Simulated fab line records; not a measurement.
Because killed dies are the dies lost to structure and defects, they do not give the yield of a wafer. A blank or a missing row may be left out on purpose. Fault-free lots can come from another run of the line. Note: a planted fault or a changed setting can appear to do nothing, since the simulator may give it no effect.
fab line records -- flow nand_harc
record lots=6, wafers=18, last_day=25
route steps=1159 shown THIN_TSV@1127 END@1159
lots that met no fault: taken from a fault-free run of the same line
start_h: start of the lot's first displayed wafer, in hours after the record's first day -- wait_h: hours elapsed since this lot's preceding step -- " repeats the value in the row above -- L1.1+2: one row covering several wafers at once -- - either no value or no given start -- * or withheld: withheld -- < > ~ a bound
route shown NAME@n: NAME is a module with steps in the file, n the number in the route of the first one -- usual: average and standard deviation across the fault-free wafers -- same: alike in all rows -- chamber/n: place in a boat -- sites: each site's reading -- _std_site: standard deviation of those values -- _edge_site: the outer-site mean with the inner-site mean subtracted -- radius_mm: for every site, how far away it sits from the centre of the wafer -- mask NAME#n: copy n -- behind: tool/chamber where the wafer was last shaped -- hold: reason for holding the lot/hours on hold/outcome of the hold -- device: transistor that didn't switch, given as n, p or np -- end of line: the tests these same wafers got at the end of their route -- where a step has no rows: the recipe by itself -- killed: the dies lost at the first sort to structure and to defects; this is not the yield of the wafer -- map: dies across one wafer; x = killed, . = not, _ = none there
set.NAME: setting as actually run; set.NAME@STEP: the setting as run at that earlier step -- model.NAME: the simulator's own value behind a step, which no gauge read
lots at selected steps of the route; one table per step, one row per wafer
services: the hour from which a tool's chamber was out of use, counted from the record's first day as start_h (under 0 if before that day), plus the number of hours and why
## steps
# step NHARC_THIN_TSV_DEGAS_49
# recipe temp_c=300, time_s=120
# usual heater_power_w=454/30
lot.wafer,tool,chamber,start_h,wait_h,heater_power_w
L411.1,pvd_sputter-03,-,445.62,0.1,548
L411.3,pvd_sputter-03,-,445.62,0.1,435
L411.5,pvd_sputter-03,-,445.62,0.1,431
L421.2,pvd_sputter-02,-,524.64,0.1,445
L421.4,pvd_sputter-02,-,524.64,0.1,457
L421.5,pvd_sputter-02,-,524.64,0.1,479
L422.4,pvd_sputter-02,-,525.85,0.1,462
L422.1,pvd_sputter-02,-,525.85,0.1,463
L422.6,pvd_sputter-02,-,525.85,0.1,470
L425.4,pvd_sputter-02,-,540.39,0.1,467
L425.1,pvd_sputter-02,-,540.39,0.1,452
L425.3,pvd_sputter-02,-,540.39,0.1,444
L429.3,pvd_sputter-03,-,549.62,0.1,528
L429.5,pvd_sputter-03,-,549.62,0.1,426
L429.6,pvd_sputter-03,-,549.62,0.1,529
L431.1,pvd_sputter-01,-,565.66,0.2,394
L431.4,pvd_sputter-01,-,565.66,0.2,460
L431.3,pvd_sputter-01,-,565.66,0.2,432
# step NHARC_THIN_TSV_PRE_CLEAN_50
# recipe time_s=30, temp_c=280, gas=H2/He
# step NHARC_THIN_TSV_PVD_19
# recipe target_thk_a=200, chamber_pressure_pa=5, material=TaN
# step NHARC_THIN_TSV_PVD_51
# recipe target_thk_a=1000, chamber_pressure_pa=5, material=Cu
# usual chamber_pressure_pa=5.001/0.009, throttle_valve_pct=29.6/1.3
lot.wafer,tool,chamber,start_h,wait_h,chamber_pressure_pa,throttle_valve_pct
L411.1,pvd_sputter-03,-,-,-,5.016,30.5
L411.3,pvd_sputter-03,-,-,-,4.991,29.8
L411.5,pvd_sputter-03,-,-,-,5.004,30.4
L421.4,pvd_sputter-02,-,-,-,4.988,32.2
L421.2,pvd_sputter-02,-,-,-,4.982,29.5
L421.5,pvd_sputter-02,-,-,-,5.000,31.9
L422.4,pvd_sputter-02,-,-,-,5.008,27.6
L422.1,pvd_sputter-02,-,-,-,5.005,32.1
L422.6,pvd_sputter-02,-,-,-,4.999,29.7
L425.1,pvd_sputter-02,-,-,-,4.998,29.8
L425.3,pvd_sputter-02,-,-,-,5.009,29.8
L425.4,pvd_sputter-02,-,-,-,5.004,32.2
L429.3,pvd_sputter-03,-,-,-,5.008,29.9
L429.6,pvd_sputter-03,-,-,-,5.007,30.5
L429.5,pvd_sputter-03,-,-,-,5.016,29.8
L431.3,pvd_sputter-01,-,-,-,4.993,30.2
L431.1,pvd_sputter-01,-,-,-,4.987,27.6
L431.4,pvd_sputter-01,-,-,-,5.010,30.5
# step NHARC_THIN_TSV_ECD_20
# recipe target_thk_a=20000, material=Cu
# step NHARC_THIN_TSV_ANNEAL_52
# recipe temp_c=225, time_s=90
# step NHARC_THIN_TSV_CMP_21
# recipe t_overpolish_s=30, target_thk_nm=2000
# usual motor_current_A=12.4/1.2, overpolish_run_s=30.002/0.0086, slurry_filter_dp_kPa=13.50/0.14
lot.wafer,tool,chamber,start_h,wait_h,motor_current_A,overpolish_run_s,slurry_filter_dp_kPa
L411.1,cmp-03,2,447.20,-,10.3,29.998,13.56
L411.3,cmp-03,1,447.20,-,12.8,29.990,13.77
L411.5,cmp-03,3,447.20,-,11.3,30.005,13.21
L421.4,cmp-04,2,526.19,-,12.6,30.009,13.78
L421.2,cmp-04,0,526.19,-,13.3,30.003,13.65
L421.5,cmp-04,2,526.19,-,12.4,30.005,13.36
L422.1,cmp-04,3,527.53,-,13.7,29.996,13.60
L422.4,cmp-04,2,527.53,-,12.8,29.994,13.62
L422.6,cmp-04,0,527.53,-,13.2,29.991,13.39
L425.3,cmp-02,1,541.99,-,13.3,29.995,13.46
L425.1,cmp-02,2,541.99,-,11.7,29.991,13.31
L425.4,cmp-02,3,541.99,-,9.9,29.992,13.80
L429.3,cmp-04,1,551.14,-,12.2,30.004,13.41
L429.6,cmp-04,1,551.14,-,13.0,30.012,13.27
L429.5,cmp-04,2,551.14,-,12.7,30.002,13.34
L431.3,cmp-03,2,567.20,-,11.6,30.002,13.59
L431.4,cmp-03,3,567.20,-,11.5,30.000,13.66
L431.1,cmp-03,0,567.20,-,11.4,29.996,13.47
# step NHARC_THIN_TSV_SRD_23
# step NHARC_THIN_TSV_DEGAS_53
# recipe temp_c=300, time_s=60
# usual heater_power_w=457/40
lot.wafer,tool,chamber,start_h,wait_h,heater_power_w
L411.1,pvd_sputter-01,-,447.66,0.1,463
L411.3,pvd_sputter-01,-,447.66,0.1,411
L411.5,pvd_sputter-01,-,447.66,0.1,476
L421.4,pvd_sputter-01,-,526.61,0.1,424
L421.2,pvd_sputter-01,-,526.61,0.1,469
L421.5,pvd_sputter-01,-,526.61,0.1,423
L422.4,pvd_sputter-01,-,528.01,0.1,454
L422.1,pvd_sputter-01,-,528.01,0.1,422
L422.6,pvd_sputter-01,-,528.01,0.1,459
L425.4,pvd_sputter-03,-,542.43,0.1,432
L425.3,pvd_sputter-03,-,542.43,0.1,538
L425.1,pvd_sputter-03,-,542.43,0.1,446
L429.3,pvd_sputter-01,-,551.60,0.1,441
L429.6,pvd_sputter-01,-,551.60,0.1,440
L429.5,pvd_sputter-01,-,551.60,0.1,421
L431.3,pvd_sputter-01,-,567.63,0.1,418
L431.1,pvd_sputter-01,-,567.63,0.1,393
L431.4,pvd_sputter-01,-,567.63,0.1,428
# step NHARC_THIN_TSV_PRE_CLEAN_54
# recipe time_s=30, temp_c=280, gas=H2/He
# usual heater_power_w=402/36
lot.wafer,tool,chamber,start_h,wait_h,heater_power_w
L411.1,pvd_sputter-01,-,447.73,0.1,406
L411.3,pvd_sputter-01,-,447.73,0.1,384
L411.5,pvd_sputter-01,-,447.73,0.1,413
L421.2,pvd_sputter-01,-,526.69,0.0,347
L421.4,pvd_sputter-01,-,526.69,0.0,403
L421.5,pvd_sputter-01,-,526.69,0.0,338
L422.1,pvd_sputter-01,-,528.08,0.0,343
L422.4,pvd_sputter-01,-,528.08,0.0,375
L422.6,pvd_sputter-01,-,528.08,0.0,410
L425.4,pvd_sputter-03,-,542.49,0.1,381
L425.3,pvd_sputter-03,-,542.49,0.1,384
L425.1,pvd_sputter-03,-,542.49,0.1,469
L429.3,pvd_sputter-01,-,551.70,0.1,364
L429.5,pvd_sputter-01,-,551.70,0.1,412
L429.6,pvd_sputter-01,-,551.70,0.1,379
L431.4,pvd_sputter-01,-,567.71,0.0,382
L431.1,pvd_sputter-01,-,567.71,0.0,374
L431.3,pvd_sputter-01,-,567.71,0.0,348
# step NHARC_THIN_TSV_PVD_55
# recipe target_thk_a=500, material=TiN
# step NHARC_THIN_TSV_PVD_24
# recipe target_thk_a=8000, power_w=withheld, chamber_pressure_pa=withheld, substrate_temp_c=withheld, time_s=withheld, gas=Ar, material=Al
lot.wafer,tool,chamber,start_h,wait_h
L411.1+3+5,pvd_sputter-01,-,447.96,0.1
L421.4+2+5,pvd_sputter-01,-,526.92,0.1
L422.4+1+6,pvd_sputter-01,-,528.31,0.1
L425.3+1+4,pvd_sputter-03,-,542.72,0.1
L429.3+6+5,pvd_sputter-01,-,551.96,0.1
L431.4+3+1,pvd_sputter-01,-,567.93,0.1
# step NHARC_THIN_TSV_DEHYDRATE_25
# recipe temp_c=150, time_s=120
# step NHARC_END_SORT_01
# recipe temp_c=25
# usual defect_limited_yield=95.0/1.6, killed_at_array=30/10, killed_at_other=0.5/0.82, killed_at_periphery=2.9/2, killed_dies=34/11, killed_open=3.2/1.8, killed_short=2.0/1.4, sort_bin_2_pct=1.5/0.68, sort_bin_3_pct=0.28/0.21, sort_bin_4_pct=3.1/0.97, sort_n_pass=643/11, sort_rim_yield_pct=94.6/2.9, sort_yield_pct=95.0/1.6
# same gross_dies=677, sort_bin_5_pct[%]=0, sort_bin_6_pct[%]=0, sort_bin_7_pct[%]=0, sort_bin_8_pct[%]=0, sort_rim_n_gross=106.00
lot.wafer,tool,chamber,start_h,wait_h,defect_limited_yield[%],killed_at_array,killed_at_other,killed_at_periphery,killed_dies,killed_open,killed_short,sort_bin_2_pct[%],sort_bin_3_pct[%],sort_bin_4_pct[%],sort_n_pass,sort_rim_yield_pct[%],sort_yield_pct[%]
L411.1,prober-02,0,466.05,2.5,97.2,17,1,1,19,5,0,1.0,0.15,1.6,658,98.1,97.2
L411.3,prober-02,0,467.63,3.1,98.4,10,0,1,11,1,1,0.4,0.15,1.0,666,98.1,98.4
L411.5,prober-02,0,469.21,3.7,98.8,8,0,0,8,1,3,0.1,0.15,0.9,669,100.0,98.8
L421.2,prober-01,0,537.33,2.8,0,19,657,1,677,3,3,97.6,0,2.4,0,0,0
L421.4,prober-01,0,538.92,3.4,0,21,655,1,677,4,2,97.5,0,2.5,0,0,0
L421.5,prober-01,0,539.72,3.7,0,12,665,0,677,4,1,98.5,0.15,1.3,0,0,0
L422.1,prober-02,0,544.01,2.5,0,46,630,1,677,2,2,96.0,0.15,3.8,0,0,0
L422.4,prober-02,0,546.45,3.4,0,39,636,2,677,5,1,96.0,0.44,3.5,0,0,0
L422.6,prober-02,0,548.07,4.1,0,32,641,4,677,4,3,95.4,0.15,4.4,0,0,0
# killed by level:class
L411.1 A_CHANNEL_HOLE_D1:chamber_film_flake=5 A_ZERO_WELL:chamber_film_flake=3 A_STAIRCASE:chamber_film_flake=3 P_M1:geometric_particle:open=1 A_CHANNEL_HOLE_D1:geometric_particle:open=1 A_SGD_CUT:geometric_particle:open=1 A_CONTACT:geometric_particle:open=1 STARTING-WAFER:geometric_particle:open=1
L411.3 A_CHANNEL_HOLE_D1:chamber_film_flake=5 A_ZERO_WELL:chamber_film_flake=2 P_CONTACT:geometric_particle:short=1 A_ONON_D1:geometric_particle:open=1 A_STAIRCASE:chamber_film_flake=1 A_WL_FILL:chamber_film_flake=1
L411.5 A_WL_FILL:geometric_particle:short=2 A_CONTACT:chamber_film_flake=2 A_CONTACT:geometric_particle:short=1 A_BLC:geometric_particle:open=1 A_STAIRCASE:chamber_film_flake=1 A_WL_FILL:chamber_film_flake=1
L421.2 THIN_TSV:area_pvd=655 A_CHANNEL_HOLE_D1:chamber_film_flake=5 A_STAIRCASE:chamber_film_flake=4 A_WL_FILL:geometric_particle:short=3 A_CONTACT:geometric_particle:open=2 A_CONTACT:chamber_film_flake=2 THIN_TSV:chamber_film_flake=2 A_CHANNEL_FILL_D1:geometric_particle:open=1
L421.4 THIN_TSV:area_pvd=651 A_CHANNEL_HOLE_D1:chamber_film_flake=9 THIN_TSV:chamber_film_flake=4 A_STAIRCASE:chamber_film_flake=3 A_CONTACT:geometric_particle:open=2 A_WL_FILL:chamber_film_flake=2 A_CONTACT:chamber_film_flake=2 P_M0:geometric_particle:open=1
L421.5 THIN_TSV:area_pvd=664 A_CHANNEL_HOLE_D1:chamber_film_flake=6 A_CHANNEL_FILL_D1:geometric_particle:open=1 A_CONTACT:geometric_particle:open=1 A_BLC:geometric_particle:open=1 A_M0:geometric_particle:open=1 A_M0:geometric_particle:short=1 A_STAIRCASE:chamber_film_flake=1
L422.1 THIN_TSV:area_pvd=630 A_SLIT:chamber_film_flake=14 A_CHANNEL_HOLE_D1:chamber_film_flake=12 A_CONTACT:chamber_film_flake=11 A_STAIRCASE:chamber_film_flake=5 P_M1:geometric_particle:open=1 A_SOURCE_PLATE:geometric_particle:short=1 A_CHANNEL_FILL_D1:geometric_particle:open=1
L422.4 THIN_TSV:area_pvd=636 A_CHANNEL_HOLE_D1:chamber_film_flake=14 A_SLIT:chamber_film_flake=11 A_STAIRCASE:chamber_film_flake=5 A_ONON_D1:geometric_particle:open=2 P_GATE:chamber_film_flake=2 A_CONTACT:chamber_film_flake=2 A_WL_FILL:geometric_particle:short=1
L422.6 THIN_TSV:area_pvd=640 A_CHANNEL_HOLE_D1:chamber_film_flake=9 A_SLIT:chamber_film_flake=9 A_STAIRCASE:chamber_film_flake=5 A_CONTACT:chamber_film_flake=4 P_GATE:chamber_film_flake=2 P_GATE:geometric_particle:short=1 P_M0:geometric_particle:open=1
# map L421.2 (x killed, . not)
____________x____________
_________xxxxxxx_________
_______xxxxxxxxxxx_______
______xxxxxxxxxxxxx______
_____xxxxxxxxxxxxxxx_____
____xxxxxxxxxxxxxxxxx____
____xxxxxxxxxxxxxxxxx____
___xxxxxxxxxxxxxxxxxxx___
___xxxxxxxxxxxxxxxxxxx___
__xxxxxxxxxxxxxxxxxxxxx__
__xxxxxxxxxxxxxxxxxxxxx__
_xxxxxxxxxxxxxxxxxxxxxxx_
_xxxxxxxxxxxxxxxxxxxxxxx_
_xxxxxxxxxxxxxxxxxxxxxxx_
_xxxxxxxxxxxxxxxxxxxxxxx_
_xxxxxxxxxxxxxxxxxxxxxxx_
xxxxxxxxxxxxxxxxxxxxxxxxx
xxxxxxxxxxxxxxxxxxxxxxxxx
xxxxxxxxxxxxxxxxxxxxxxxxx
xxxxxxxxxxxxxxxxxxxxxxxxx
xxxxxxxxxxxxxxxxxxxxxxxxx
_xxxxxxxxxxxxxxxxxxxxxxx_
_xxxxxxxxxxxxxxxxxxxxxxx_
_xxxxxxxxxxxxxxxxxxxxxxx_
_xxxxxxxxxxxxxxxxxxxxxxx_
_xxxxxxxxxxxxxxxxxxxxxxx_
__xxxxxxxxxxxxxxxxxxxxx__
__xxxxxxxxxxxxxxxxxxxxx__
___xxxxxxxxxxxxxxxxxxx___
___xxxxxxxxxxxxxxxxxxx___
____xxxxxxxxxxxxxxxxx____
____xxxxxxxxxxxxxxxxx____
_____xxxxxxxxxxxxxxx_____
______xxxxxxxxxxxxx______
_______xxxxxxxxxxx_______
_________xxxxxxx_________
____________x____________
# map L422.1 (x killed, . not)
____________x____________
_________xxxxxxx_________
_______xxxxxxxxxxx_______
______xxxxxxxxxxxxx______
_____xxxxxxxxxxxxxxx_____
____xxxxxxxxxxxxxxxxx____
____xxxxxxxxxxxxxxxxx____
___xxxxxxxxxxxxxxxxxxx___
___xxxxxxxxxxxxxxxxxxx___
__xxxxxxxxxxxxxxxxxxxxx__
__xxxxxxxxxxxxxxxxxxxxx__
_xxxxxxxxxxxxxxxxxxxxxxx_
_xxxxxxxxxxxxxxxxxxxxxxx_
_xxxxxxxxxxxxxxxxxxxxxxx_
_xxxxxxxxxxxxxxxxxxxxxxx_
_xxxxxxxxxxxxxxxxxxxxxxx_
xxxxxxxxxxxxxxxxxxxxxxxxx
xxxxxxxxxxxxxxxxxxxxxxxxx
xxxxxxxxxxxxxxxxxxxxxxxxx
xxxxxxxxxxxxxxxxxxxxxxxxx
xxxxxxxxxxxxxxxxxxxxxxxxx
_xxxxxxxxxxxxxxxxxxxxxxx_
_xxxxxxxxxxxxxxxxxxxxxxx_
_xxxxxxxxxxxxxxxxxxxxxxx_
_xxxxxxxxxxxxxxxxxxxxxxx_
_xxxxxxxxxxxxxxxxxxxxxxx_
__xxxxxxxxxxxxxxxxxxxxx__
__xxxxxxxxxxxxxxxxxxxxx__
___xxxxxxxxxxxxxxxxxxx___
___xxxxxxxxxxxxxxxxxxx___
____xxxxxxxxxxxxxxxxx____
____xxxxxxxxxxxxxxxxx____
_____xxxxxxxxxxxxxxx_____
______xxxxxxxxxxxxx______
_______xxxxxxxxxxx_______
_________xxxxxxx_________
____________x____________
## services
tool,chamber,start_h,hours,kind
cmp-02,-,422.60,4.0,pm
cmp-03,-,438.76,0.9,repair
cmp-02,-,446.13,1.7,repair
cmp-03,-,450.00,4.0,pm
cmp-03,-,454.00,-,consumable_replace:conditioner
cmp-03,-,454.00,-,consumable_replace:pad
pvd_sputter-03,-,458.00,10.0,pm
pvd_sputter-02,-,478.67,1.3,repair
cmp-02,-,480.82,2.7,repair
cmp-04,-,497.39,4.0,pm
cmp-04,-,501.39,-,consumable_replace:conditioner
cmp-04,-,501.39,-,consumable_replace:pad
cmp-03,-,504.64,0.8,repair
cmp-03,-,505.97,3.2,repair
pvd_sputter-01,-,514.00,10.0,pm
cmp-02,-,518.49,2.4,repair
cmp-02,-,520.98,4.0,pm
cmp-02,-,524.98,-,consumable_replace:conditioner
cmp-02,-,543.81,3.7,repair
cmp-03,-,548.00,4.0,pm
pvd_sputter-02,-,551.19,6.5,repair
cmp-03,-,552.00,-,consumable_replace:conditioner
cmp-03,-,552.00,-,consumable_replace:pad
cmp-02,-,564.77,0.9,repair
## key
first_sign step=NHARC_END_SORT_01, reading=killed_at_other, direction=up, sigmas=99+, usual=0.5, struck=647.3
effect step=NHARC_END_SORT_01, reading=sort_bin_2_pct, direction=up, sigmas=99+, usual=1.5, struck=96.8
more_kills_born_at NHARC_THIN_TSV_PVD_24@pvd_sputter-01=3876
met_at NHARC_THIN_TSV_PVD_24
struck_wafers L421.2,L421.4,L421.5,L422.1,L422.4,L422.6
later_rows_left_out L421.2,L421.4,L421.5,L422.1,L422.4,L422.6
onset_between 447.96 526.92
fault kind=skipped_step_whole, tool=pvd_sputter-01, chamber=-, onset_h=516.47, steps=NHARC_THIN_TSV_PVD_24, scope=struck_lots_only
# later_rows_left_out: the simulator's readings of these wafers behind a module that went badly wrong aren't trusted and aren't shown, but for the sort
